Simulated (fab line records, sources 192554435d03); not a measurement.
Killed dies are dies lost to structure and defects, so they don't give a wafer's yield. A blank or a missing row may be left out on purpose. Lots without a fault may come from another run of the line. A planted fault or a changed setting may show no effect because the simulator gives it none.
Split-lot experiment | flow n5_finfet | 7 lots, 21 wafers read, on a route of 1938 steps

THE SPLIT
At N5_GATE_CUT_DESCUM_18 (chemistry O2, time 7 s), the setting time_s was moved away from the recipe's 7 s on 5 of the 21 wafers read, by -21.1% to +22.0%. The other wafers ran this setting at the recipe's value.

FROM THE SPLIT TO THE READING: what the file shows between them, 1 step
- N5_GATE_CUT_ETCH_28: etches underlayer in N2/H2, target depth 13 nm, time 10.4 s

THE READING
CAR-EUV_of_GATE_CUT_COAT_07.thk_nm (the simulator's own value, which no gauge read), in nm, at N5_GATE_CUT_ETCH_36 (etches SiARC in CF4, target depth 13 nm, time 21.7 s). The file gives no usual value for it. The 16 wafers here that ran the recipe average 6.9 nm, standard deviation 0.12 nm.

wafer  | tool, chamber at the split | time_s as run, s | against the recipe | CAR-EUV_of_GATE_CUT_COAT_07.thk_nm, nm | against lot-mates on the recipe
L078.3 | rie_diel-02, 2,0           | 7                | recipe             | 6.8                                    | -
L078.5 | rie_diel-02, 2,0           | 7                | recipe             | 6.8                                    | -
L078.4 | rie_diel-02, 3             | 8.538            | +22.0%             | 6                                      | -0.8
L080.1 | rie_diel-06, 1,3,1         | 7                | recipe             | 7                                      | -
L080.6 | rie_diel-06, 1,3,1         | 7                | recipe             | 7                                      | -
L080.3 | rie_diel-06, 1,3,1         | 7                | recipe             | 6.8                                    | -
L081.1 | rie_diel-01, 2,3,0         | 7                | recipe             | 7                                      | -
L081.2 | rie_diel-01, 2,3,0         | 7                | recipe             | 7                                      | -
L081.3 | rie_diel-01, 2,3,0         | 7                | recipe             | 7                                      | -
L083.2 | rie_diel-06, 0             | 7                | recipe             | 7                                      | -
L083.3 | rie_diel-06, 1             | 5.525            | -21.1%             | 7.6                                    | +0.6
L083.5 | rie_diel-06, 2             | 5.525            | -21.1%             | 7.6                                    | +0.6
L089.2 | rie_diel-02, 2             | 7.771            | +11.0%             | 6.6                                    | -0.4
L089.4 | rie_diel-02, 1             | 7                | recipe             | 7                                      | -
L089.6 | rie_diel-02, 1             | 7                | recipe             | 7                                      | -
L090.2 | rie_diel-02, 3             | 7.518            | +7.4%              | 6.6                                    | -0.1
L090.3 | rie_diel-02, 1             | 7                | recipe             | 6.8                                    | -
L090.5 | rie_diel-02, 2             | 7                | recipe             | 6.6                                    | -
L096.2 | rie_diel-02, 3             | 7                | recipe             | 7                                      | -
L096.3 | rie_diel-02, 2             | 7                | recipe             | 6.8                                    | -
L096.4 | rie_diel-02, 1             | 7                | recipe             | 6.8                                    | -
Where a row lists several chambers, the file gives one row for several wafers and doesn't say which wafer went through which chamber.

THE FIT
A straight line over all 21 wafers: CAR-EUV_of_GATE_CUT_COAT_07.thk_nm changes by -0.0354 nm for each +1% of time_s; r = -0.94; the points scatter about the line by 0.12 nm.
The same after taking each lot's own level away (the mean of its wafers on the recipe; 21 wafers): -0.031 nm for each +1%; r = -0.96; scatter 0.077 nm.
On that fit, the largest move of time_s shifts the reading by 0.68 nm.
The lots' own levels span 6.70 to 7.00 nm, that is 2.4 times the standard deviation above.
So the lot-to-lot level changes the slope: the two fits differ.
Check: with one of the wafers moved furthest among these (+22.0%) left out of the fit, the line predicts -0.627 nm for it against its lot-mates. It came out at -0.8 nm against them.

THE WHOLE CHAIN: every reading that the file lists as answering this split, in the file's order
step                  | what it does                                                | reading                                                                             | change (the file's fit)                | r (the file's)
N5_GATE_CUT_DESCUM_18 | chemistry O2, time 7 s                                      | CAR-EUV_of_GATE_CUT_COAT_07.thk_nm (the simulator's own value, which no gauge read) | -0.0313 nm for each +1% of the setting | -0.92
N5_GATE_CUT_ETCH_28   | etches underlayer in N2/H2, target depth 13 nm, time 10.4 s | CAR-EUV_of_GATE_CUT_COAT_07.thk_nm (the simulator's own value, which no gauge read) | -0.0344 nm for each +1% of the setting | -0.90
N5_GATE_CUT_ETCH_36   | etches SiARC in CF4, target depth 13 nm, time 21.7 s        | CAR-EUV_of_GATE_CUT_COAT_07.thk_nm (the simulator's own value, which no gauge read) | -0.0321 nm for each +1% of the setting | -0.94

THE FILE'S OWN FIT
CAR-EUV_of_GATE_CUT_COAT_07.thk_nm changes by -0.0321 nm for each +1% of time_s, r = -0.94.
